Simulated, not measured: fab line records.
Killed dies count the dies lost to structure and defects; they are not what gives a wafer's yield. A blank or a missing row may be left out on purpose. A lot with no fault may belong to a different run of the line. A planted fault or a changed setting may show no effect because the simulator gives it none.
The tool behind it: which one?	flow n5-finfet	9 lots with 27 wafers sampled at 7 steps, on a route of 1938 steps

## WHAT EACH GAUGE READ, for each wafer
N5_BEOL_M14_OCD_MEAS_35.
lot	measured	on	trench-depth-nm (nm)
L945	day 12 15:04	ocd-01	578 538 547
L944	day 13 00:10	ocd-02	546 579 552
L951	day 15 01:57	ocd-01	542 541 538
L953	day 15 15:11	ocd-02	562 589 564
L950	day 15 16:03	ocd-02	561 554 554
L957	day 16 20:14	ocd-01	556 970 578
L960	day 17 11:50	ocd-02	580 1002 578
L965	day 17 16:50	ocd-02	550 589 554
L964	day 18 15:22	ocd-01	548 574 560

N5_BEOL_M14_THK_MEAS_50: measures by xrf.
lot	measured	on	M14_THK (nm)
L945	day 12 17:29	film-metro-01	557 519 528
L944	day 13 02:59	film-metro-02	528 556 532
L951	day 15 04:34	film-metro-02	523 523 520
L953	day 15 18:48	film-metro-01	542 571 549
L950	day 16 01:07	film-metro-02	545 535 534
L957	day 17 02:57	film-metro-02	534 905 552
L960	day 17 17:27	film-metro-01	564 958 564
L965	day 17 20:02	film-metro-01	533 567 534
L964	day 18 18:59	film-metro-02	525 548 536

N5_BEOL_M14_RS_MEAS_54: the measuring method here is four-point-probe.
lot	measured	on	M14_RS (ohm/sq)
L945	day 12 17:37	film-metro-01	0.0319 0.0344 0.0337
L944	day 13 03:07	film-metro-01	0.0338 0.0318 0.0335
L951	day 15 04:41	film-metro-02	0.0339 0.0340 0.0342
L953	day 15 18:58	film-metro-02	0.0328 0.0312 0.0327
L950	day 16 01:14	film-metro-01	0.0328 0.0333 0.0333
L957	day 17 03:05	film-metro-02	0.0331 0.0189 0.0318
L960	day 17 17:37	film-metro-01	0.0318 0.0182 0.0319
L965	day 17 20:10	film-metro-02	0.0335 0.0311 0.0334
L964	day 18 19:06	film-metro-01	0.0335 0.0320 0.0327

## EACH LOT AND THE TOOL THAT RAN IT (in order: tool; ch and the chambers of the sampled wafers; start)
lot	N5_BEOL_M14_ETCH_67	N5_BEOL_M14_TRENCH_ETCH_34	N5_BEOL_M14_DEGAS_41	N5_BEOL_M14_PRE_CLEAN_42
L945	rie-diel-03 ch 0,1,2, day 12 14:29	rie-diel-03 ch 0,1,2, day 12 14:54	pvd-sputter-03, day 12 16:09	pvd-sputter-03, day 12 16:11
L944	rie-diel-02 ch 0,3, day 12 23:35	rie-diel-02 ch 0,3, day 13 00:00	pvd-sputter-01, day 13 01:18	pvd-sputter-01, day 13 01:20
L951	rie-diel-03 ch 0,1, day 15 01:22	rie-diel-03 ch 0,1, day 15 01:47	pvd-sputter-01, day 15 03:26	pvd-sputter-01, day 15 03:28
L953	rie-diel-02 ch 1,3, day 15 14:37	rie-diel-02 ch 1,3, day 15 15:02	pvd-sputter-01, day 15 17:40	pvd-sputter-01, day 15 17:43
L950	rie-diel-05 ch 2,3, day 15 15:28	rie-diel-05 ch 2,3, day 15 15:53	pvd-sputter-01, day 15 23:58	pvd-sputter-01, day 16 00:01
L957	rie-diel-02 ch 0,2,3, day 16 19:39	rie-diel-02 ch 0,2,3, day 16 20:04	pvd-sputter-02, day 17 01:38	pvd-sputter-02, day 17 01:41
L960	rie-diel-02 ch 1,2, day 17 11:15	rie-diel-02 ch 1,2, day 17 11:40	pvd-sputter-01, day 17 16:19	pvd-sputter-01, day 17 16:21
L965	rie-diel-05 ch 0,2,3, day 17 16:16	rie-diel-05 ch 0,2,3, day 17 16:41	pvd-sputter-03, day 17 18:53	pvd-sputter-03, day 17 18:56
L964	rie-diel-05 ch 0,1,3, day 18 14:47	rie-diel-05 ch 0,1,3, day 18 15:12	pvd-sputter-03, day 18 17:41	pvd-sputter-03, day 18 17:44
- N5_BEOL_M14_ETCH_67: etches SiARC in CF4, target depth 143 nm, time 238.3 s.
- N5_BEOL_M14_TRENCH_ETCH_34: etches SiO2 in C4F8/O2/Ar, target depth 556.65 nm, time 126.9 s.
- N5_BEOL_M14_DEGAS_41: time 60 s.
- N5_BEOL_M14_PRE_CLEAN_42: time 30 s.

## WHAT THE TOOLS THEMSELVES READ (means of the sampled wafers that have a number; where no wafer has one, the mark that the record gives instead)
N5_BEOL_M14_ETCH_67.
lot	tool	drypump-motor-current-A (A)	etch-rf-on-time-s (s)	oes-product-au (a.u.)	rf-vpp-V (V)	showerhead-plenum-p-Torr (Torr)	throttle-valve-pct (%)
L945	rie-diel-03	5.4	238	0.70	184.4	2.17	15.60
L944	rie-diel-02	5.8	237	0.63	183.4	2.09	15.74
L951	rie-diel-03	5.5	242	0.69	184.0	2.16	15.69
L953	rie-diel-02	5.6	233	0.78	185.2	2.23	15.42
L950	rie-diel-05	5.8	237	0.76	183.4	2.17	15.63
L957	rie-diel-02	5.8	229	0.71	185.3	2.22	15.52
L960	rie-diel-02	5.5	227	0.65	184.8	2.18	15.57
L965	rie-diel-05	5.9	238	0.75	184.1	2.15	15.54
L964	rie-diel-05	5.7	234	0.74	184.5	2.14	15.50

N5_BEOL_M14_TRENCH_ETCH_34.
lot	tool	drypump-motor-current-A (A)	oes_f_703_au (a.u.)	oes_o_777_au (a.u.)	oes-product-au (a.u.)	rf-vpp-V (V)	showerhead-plenum-p-Torr (Torr)	throttle-valve-pct (%)
L945	rie-diel-03	5.4	0.79	0.80	0.82	2274	3.48	30.98
L944	rie-diel-02	5.8	0.74	0.75	0.74	2256	3.37	31.11
L951	rie-diel-03	5.4	0.77	0.79	0.80	2309	3.48	31.13
L953	rie-diel-02	5.5	0.92	0.93	0.91	2275	3.59	30.96
L950	rie-diel-05	5.8	0.84	0.86	0.88	2287	3.48	31.03
L957	rie-diel-02	5.8	0.83	0.83	0.94	2238	3.58	31.02
L960	rie-diel-02	5.4	0.78	0.77	0.89	2191	3.50	30.95
L965	rie-diel-05	5.9	0.87	0.87	0.89	2243	3.45	30.93
L964	rie-diel-05	5.7	0.85	0.85	0.86	2255	3.44	30.85

N5_BEOL_M14_DEGAS_41.
lot	tool	heater-power-w (W)
L945	pvd-sputter-03	463
L944	pvd-sputter-01	460
L951	pvd-sputter-01	460
L953	pvd-sputter-01	454
L950	pvd-sputter-01	474
L957	pvd-sputter-02	430
L960	pvd-sputter-01	452
L965	pvd-sputter-03	465
L964	pvd-sputter-03	475

N5_BEOL_M14_PRE_CLEAN_42.
lot	tool	heater-power-w (W)
L945	pvd-sputter-03	454
L944	pvd-sputter-01	456
L951	pvd-sputter-01	476
L953	pvd-sputter-01	460
L950	pvd-sputter-01	471
L957	pvd-sputter-02	426
L960	pvd-sputter-01	458
L965	pvd-sputter-03	466
L964	pvd-sputter-03	469

## THE ANSWER, worked out from the rows above alone
Rule: what is usual is taken from the lots themselves. Put in order of their means at a reading, lots are off if they are a third of the lots or fewer, leave a main group of 4 or more, and stand apart from it by a gap of 3 or more times the standard deviation of the main group's means; of several such gaps the widest counts. A main group is skipped when, at the precision printed for the reading in the tables above, its means are all equal. A lot without any number at a reading at which 4 lots or more have one is off too. All remaining lots with rows at the step are treated as sound. The gauges are gone through in route order, then the tools' own readings, and for those a lot's mean is taken as printed above. The first step at which some lot is off is used, and at that step the reading that is off furthest; a lot without a number counts as furthest.
Off: L957, L960, at N5_BEOL_M14_OCD_MEAS_35 (trench-depth-nm). For the main group the mean is 558 nm and the standard deviation 9.
A tool fits if, at a process step before that reading, it ran every lot that is off, and no sound lot after the first of them. Not tried: the gauges at N5_BEOL_M14_OCD_MEAS_35; whatever is off there is also off at N5_BEOL_M14_THK_MEAS_50, on other tools, and gauge error can't account for it. One candidate fits, namely rie-diel-02 at N5_BEOL_M14_ETCH_67 and N5_BEOL_M14_TRENCH_ETCH_34. At N5_BEOL_M14_ETCH_67 its last sound lot is L953 (day 15 14:37), its first lot that is off L957 (day 16 19:39): a fault that began between those two fits.

## WHAT HAD BEEN PUT IN BY THE SIMULATOR
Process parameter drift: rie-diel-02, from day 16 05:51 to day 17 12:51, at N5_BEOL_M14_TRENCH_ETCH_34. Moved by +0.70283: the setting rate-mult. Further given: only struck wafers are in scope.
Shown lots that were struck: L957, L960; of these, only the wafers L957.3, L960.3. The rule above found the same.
